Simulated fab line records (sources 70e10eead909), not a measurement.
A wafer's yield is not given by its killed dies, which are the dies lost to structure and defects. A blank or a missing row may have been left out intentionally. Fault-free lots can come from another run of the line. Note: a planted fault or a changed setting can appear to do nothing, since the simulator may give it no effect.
Which of the tools did it? / flow nand-harc / 39 wafers from 13 lots sampled at 5 of the route's 1159 steps

## WHAT THE GAUGES READ, wafer by wafer
NHARC_THIN_TSV_CD_MEAS_33: target cd 5000 nm.
lot=L763; measured=day 18 23:52; on=cd-sem-01; cd-nm (nm)=5000.8 5000.3 5000.1
lot=L767; measured=day 19 04:49; on=cd-sem-02; cd-nm (nm)=5003.2 4999.6 5001.3
lot=L764; measured=day 19 10:47; on=cd-sem-03; cd-nm (nm)=4999.8 4998.9 4999.9
lot=L765; measured=day 19 13:53; on=cd-sem-02; cd-nm (nm)=4998.3 5002.1 5001.0
lot=L770; measured=day 20 18:10; on=cd-sem-01; cd-nm (nm)=4998.0 4998.8 5002.4
lot=L773; measured=day 22 04:15; on=cd-sem-01; cd-nm (nm)=5000.8 5002.3 5001.7
lot=L776; measured=day 22 05:25; on=cd-sem-03; cd-nm (nm)=5002.0 5000.6 5003.7
lot=L779; measured=day 23 02:23; on=cd-sem-02; cd-nm (nm)=5002.0 4999.8 5002.9
lot=L781; measured=day 23 17:26; on=cd-sem-02; cd-nm (nm)=4998.9 5000.3 4999.5
lot=L784; measured=day 23 16:05; on=cd-sem-02; cd-nm (nm)=4998.8 5000.0 4997.2
lot=L783; measured=day 23 21:15; on=cd-sem-03; cd-nm (nm)=5000.0 4996.1 5000.3
lot=L785; measured=day 24 07:58; on=cd-sem-03; cd-nm (nm)=4998.0 4998.0 4997.7
lot=L786; measured=day 24 17:56; on=cd-sem-02; cd-nm (nm)=5000.0 5000.7 4999.2

NHARC_END_SORT_01.
lot=L770; measured=day 21 20:29; on=prober-02; killed-at-array=20 94 24; killed-at-other=0 0 0; killed-at-periphery=6 3 4; killed-dies=26 97 28; killed-open=2 1 2; killed-short=1 1 1
lot=L773; measured=day 22 14:11; on=prober-01; killed-at-array=23 103 30; killed-at-other=0 0 0; killed-at-periphery=4 4 7; killed-dies=27 107 37; killed-open=4 3 8; killed-short=1 2 3

## TOOL THAT RAN EACH LOT (tool first, then ch and the chambers of the sampled wafers, then the start)
lot=L763; NHARC_A_CONTACT_ETCH_131=har-cap-etch-02 ch 0, day 16 17:23; NHARC_THIN_TSV_DESCUM_14=rie-diel-10 ch 0,1,3, day 18 18:06; NHARC_THIN_TSV_ETCH_44=rie-diel-10 ch 2,3, day 18 18:11
lot=L767; NHARC_A_CONTACT_ETCH_131=har-cap-etch-01 ch 0,1, day 17 04:40; NHARC_THIN_TSV_DESCUM_14=rie-diel-09 ch 2,3, day 18 22:56; NHARC_THIN_TSV_ETCH_44=rie-diel-09 ch 0,2,3, day 18 23:01
lot=L764; NHARC_A_CONTACT_ETCH_131=har-cap-etch-03 ch 0,1, day 17 05:11; NHARC_THIN_TSV_DESCUM_14=rie-diel-10 ch 2,3, day 19 04:18; NHARC_THIN_TSV_ETCH_44=rie-diel-10 ch 1,2, day 19 04:26
lot=L765; NHARC_A_CONTACT_ETCH_131=har-cap-etch-03 ch 0,1, day 17 09:59; NHARC_THIN_TSV_DESCUM_14=rie-diel-06 ch 0,1,3, day 19 08:15; NHARC_THIN_TSV_ETCH_44=rie-diel-06 ch 1,2, day 19 08:19
lot=L770; NHARC_A_CONTACT_ETCH_131=har-cap-etch-03 ch 0,1, day 18 17:35; NHARC_THIN_TSV_DESCUM_14=rie-diel-10 ch 0,1,2, day 20 12:23; NHARC_THIN_TSV_ETCH_44=rie-diel-10 ch 1,2,3, day 20 12:31
lot=L773; NHARC_A_CONTACT_ETCH_131=har-cap-etch-03 ch 0,1, day 19 09:13; NHARC_THIN_TSV_DESCUM_14=rie-diel-10 ch 0,1,3, day 21 22:35; NHARC_THIN_TSV_ETCH_44=rie-diel-10 ch 1,2, day 21 22:43
lot=L776; NHARC_A_CONTACT_ETCH_131=har-cap-etch-01 ch 0,1, day 19 17:56; NHARC_THIN_TSV_DESCUM_14=rie-diel-10 ch 0,1,3, day 21 23:39; NHARC_THIN_TSV_ETCH_44=rie-diel-10 ch 1,2,3, day 21 23:47
lot=L779; NHARC_A_CONTACT_ETCH_131=har-cap-etch-02 ch 0,1, day 20 22:27; NHARC_THIN_TSV_DESCUM_14=rie-diel-06 ch 1,3, day 22 20:32; NHARC_THIN_TSV_ETCH_44=rie-diel-06 ch 0,2,3, day 22 20:41
lot=L781; NHARC_A_CONTACT_ETCH_131=har-cap-etch-02 ch 0,1, day 21 04:14; NHARC_THIN_TSV_DESCUM_14=rie-diel-09 ch 1,3, day 23 11:23; NHARC_THIN_TSV_ETCH_44=rie-diel-09 ch 0,1,3, day 23 11:28
lot=L784; NHARC_A_CONTACT_ETCH_131=har-cap-etch-01 ch 0,1, day 21 05:44; NHARC_THIN_TSV_DESCUM_14=rie-diel-06 ch 1,2,3, day 23 10:02; NHARC_THIN_TSV_ETCH_44=rie-diel-06 ch 1,2, day 23 10:10
lot=L783; NHARC_A_CONTACT_ETCH_131=har-cap-etch-01 ch 0,1, day 21 14:05; NHARC_THIN_TSV_DESCUM_14=rie-diel-06 ch 0,1,2, day 23 14:28; NHARC_THIN_TSV_ETCH_44=rie-diel-06 ch 1,2,3, day 23 14:33
lot=L785; NHARC_A_CONTACT_ETCH_131=har-cap-etch-02 ch 0,1, day 22 07:22; NHARC_THIN_TSV_DESCUM_14=rie-diel-10 ch 1,2,3, day 24 02:05; NHARC_THIN_TSV_ETCH_44=rie-diel-10 ch 0,1,2, day 24 02:17
lot=L786; NHARC_A_CONTACT_ETCH_131=har-cap-etch-03 ch 0,1, day 22 14:05; NHARC_THIN_TSV_DESCUM_14=rie-diel-09 ch 0,2,3, day 24 12:18; NHARC_THIN_TSV_ETCH_44=rie-diel-09 ch 0,2,3, day 24 12:29
- NHARC_A_CONTACT_ETCH_131: etches the open film in C4F8/O2/Ar, time 155 s, target depth 956 nm.
- NHARC_THIN_TSV_DESCUM_14: chemistry O2, time 3 s.
- NHARC_THIN_TSV_ETCH_44: etches the open film in CF4/O2, target depth 1594.2 nm, time 797.1 s.

## AS READ BY THE TOOLS THEMSELVES (means over the sampled wafers that have a number; for cases with no such wafer, the mark the record gives instead)
NHARC_THIN_TSV_DESCUM_14.
lot=L763; tool=rie-diel-10; drypump-motor-current-A (A)=5.3; oes-product-au (a.u.)=1.019; rf-vpp-V (V)=58.3; showerhead-plenum-p-Torr (Torr)=1.92; throttle-valve-pct (%)=11.313
lot=L767; tool=rie-diel-09; drypump-motor-current-A (A)=5.9; oes-product-au (a.u.)=0.988; rf-vpp-V (V)=58.2; showerhead-plenum-p-Torr (Torr)=2.05; throttle-valve-pct (%)=11.320
lot=L764; tool=rie-diel-10; drypump-motor-current-A (A)=5.9; oes-product-au (a.u.)=0.999; rf-vpp-V (V)=59.1; showerhead-plenum-p-Torr (Torr)=1.98; throttle-valve-pct (%)=11.315
lot=L765; tool=rie-diel-06; drypump-motor-current-A (A)=5.6; oes-product-au (a.u.)=0.998; rf-vpp-V (V)=58.0; showerhead-plenum-p-Torr (Torr)=1.85; throttle-valve-pct (%)=11.317
lot=L770; tool=rie-diel-10; drypump-motor-current-A (A)=5.2; oes-product-au (a.u.)=1.000; rf-vpp-V (V)=58.1; showerhead-plenum-p-Torr (Torr)=1.87; throttle-valve-pct (%)=11.310
lot=L773; tool=rie-diel-10; drypump-motor-current-A (A)=5.3; oes-product-au (a.u.)=1.007; rf-vpp-V (V)=57.7; showerhead-plenum-p-Torr (Torr)=1.92; throttle-valve-pct (%)=11.309
lot=L776; tool=rie-diel-10; drypump-motor-current-A (A)=5.3; oes-product-au (a.u.)=1.006; rf-vpp-V (V)=57.3; showerhead-plenum-p-Torr (Torr)=1.92; throttle-valve-pct (%)=11.305
lot=L779; tool=rie-diel-06; drypump-motor-current-A (A)=5.6; oes-product-au (a.u.)=1.017; rf-vpp-V (V)=57.1; showerhead-plenum-p-Torr (Torr)=1.86; throttle-valve-pct (%)=11.314
lot=L781; tool=rie-diel-09; drypump-motor-current-A (A)=5.9; oes-product-au (a.u.)=1.003; rf-vpp-V (V)=57.7; showerhead-plenum-p-Torr (Torr)=2.04; throttle-valve-pct (%)=11.314
lot=L784; tool=rie-diel-06; drypump-motor-current-A (A)=5.7; oes-product-au (a.u.)=0.999; rf-vpp-V (V)=58.2; showerhead-plenum-p-Torr (Torr)=1.93; throttle-valve-pct (%)=11.310
lot=L783; tool=rie-diel-06; drypump-motor-current-A (A)=5.6; oes-product-au (a.u.)=1.005; rf-vpp-V (V)=58.4; showerhead-plenum-p-Torr (Torr)=1.87; throttle-valve-pct (%)=11.323
lot=L785; tool=rie-diel-10; drypump-motor-current-A (A)=5.5; oes-product-au (a.u.)=1.008; rf-vpp-V (V)=57.9; showerhead-plenum-p-Torr (Torr)=1.94; throttle-valve-pct (%)=11.319
lot=L786; tool=rie-diel-09; drypump-motor-current-A (A)=6.0; oes-product-au (a.u.)=0.994; rf-vpp-V (V)=57.8; showerhead-plenum-p-Torr (Torr)=1.97; throttle-valve-pct (%)=11.312

NHARC_THIN_TSV_ETCH_44.
lot=L763; tool=rie-diel-10; drypump-motor-current-A (A)=5.9; oes-product-au (a.u.)=0.999; rf-vpp-V (V)=798; showerhead-plenum-p-Torr (Torr)=1.90; throttle-valve-pct (%)=16.916
lot=L767; tool=rie-diel-09; drypump-motor-current-A (A)=6.0; oes-product-au (a.u.)=0.995; rf-vpp-V (V)=797; showerhead-plenum-p-Torr (Torr)=1.88; throttle-valve-pct (%)=16.909
lot=L764; tool=rie-diel-10; drypump-motor-current-A (A)=5.4; oes-product-au (a.u.)=1.006; rf-vpp-V (V)=793; showerhead-plenum-p-Torr (Torr)=1.81; throttle-valve-pct (%)=16.904
lot=L765; tool=rie-diel-06; drypump-motor-current-A (A)=5.7; oes-product-au (a.u.)=1.000; rf-vpp-V (V)=792; showerhead-plenum-p-Torr (Torr)=1.80; throttle-valve-pct (%)=16.909
lot=L770; tool=rie-diel-10; drypump-motor-current-A (A)=5.5; oes-product-au (a.u.)=0.998; rf-vpp-V (V)=796; showerhead-plenum-p-Torr (Torr)=1.86; throttle-valve-pct (%)=16.902
lot=L773; tool=rie-diel-10; drypump-motor-current-A (A)=5.5; oes-product-au (a.u.)=1.001; rf-vpp-V (V)=793; showerhead-plenum-p-Torr (Torr)=1.81; throttle-valve-pct (%)=16.915
lot=L776; tool=rie-diel-10; drypump-motor-current-A (A)=5.6; oes-product-au (a.u.)=1.003; rf-vpp-V (V)=797; showerhead-plenum-p-Torr (Torr)=1.86; throttle-valve-pct (%)=16.917
lot=L779; tool=rie-diel-06; drypump-motor-current-A (A)=5.6; oes-product-au (a.u.)=0.994; rf-vpp-V (V)=794; showerhead-plenum-p-Torr (Torr)=1.84; throttle-valve-pct (%)=16.908
lot=L781; tool=rie-diel-09; drypump-motor-current-A (A)=6.0; oes-product-au (a.u.)=1.002; rf-vpp-V (V)=795; showerhead-plenum-p-Torr (Torr)=1.87; throttle-valve-pct (%)=16.916
lot=L784; tool=rie-diel-06; drypump-motor-current-A (A)=5.7; oes-product-au (a.u.)=1.010; rf-vpp-V (V)=795; showerhead-plenum-p-Torr (Torr)=1.87; throttle-valve-pct (%)=16.912
lot=L783; tool=rie-diel-06; drypump-motor-current-A (A)=5.7; oes-product-au (a.u.)=1.001; rf-vpp-V (V)=795; showerhead-plenum-p-Torr (Torr)=1.85; throttle-valve-pct (%)=16.926
lot=L785; tool=rie-diel-10; drypump-motor-current-A (A)=5.2; oes-product-au (a.u.)=1.000; rf-vpp-V (V)=792; showerhead-plenum-p-Torr (Torr)=1.79; throttle-valve-pct (%)=16.912
lot=L786; tool=rie-diel-09; drypump-motor-current-A (A)=6.0; oes-product-au (a.u.)=0.987; rf-vpp-V (V)=796; showerhead-plenum-p-Torr (Torr)=1.88; throttle-valve-pct (%)=16.917

## THE ANSWER, worked out from the rows above alone
Rule: the lots themselves supply what counts as usual. Put in order of their means at a reading, lots are off if they are a third of the lots or fewer, leave a main group of 4 or more, and stand apart from it by a gap of 3 or more times the standard deviation of the main group's means; of several such gaps the widest counts. The tables above print the reading to a certain number of digits; a main group whose means all agree to those digits is not used. Also off: a lot with no number at a reading for which 4 or more lots have one. Where the step has rows for the other lots, those lots are counted as sound. First the gauges in route order, then the tools' own readings, where a lot's mean is used as printed above. The first step at which some lot is off is used, and at that step the reading that is off furthest; a lot without a number counts as furthest.
No lot is off on any of the readings shown, so nothing can be concluded from this.

## WHAT WAS PUT IN BY THE SIMULATOR
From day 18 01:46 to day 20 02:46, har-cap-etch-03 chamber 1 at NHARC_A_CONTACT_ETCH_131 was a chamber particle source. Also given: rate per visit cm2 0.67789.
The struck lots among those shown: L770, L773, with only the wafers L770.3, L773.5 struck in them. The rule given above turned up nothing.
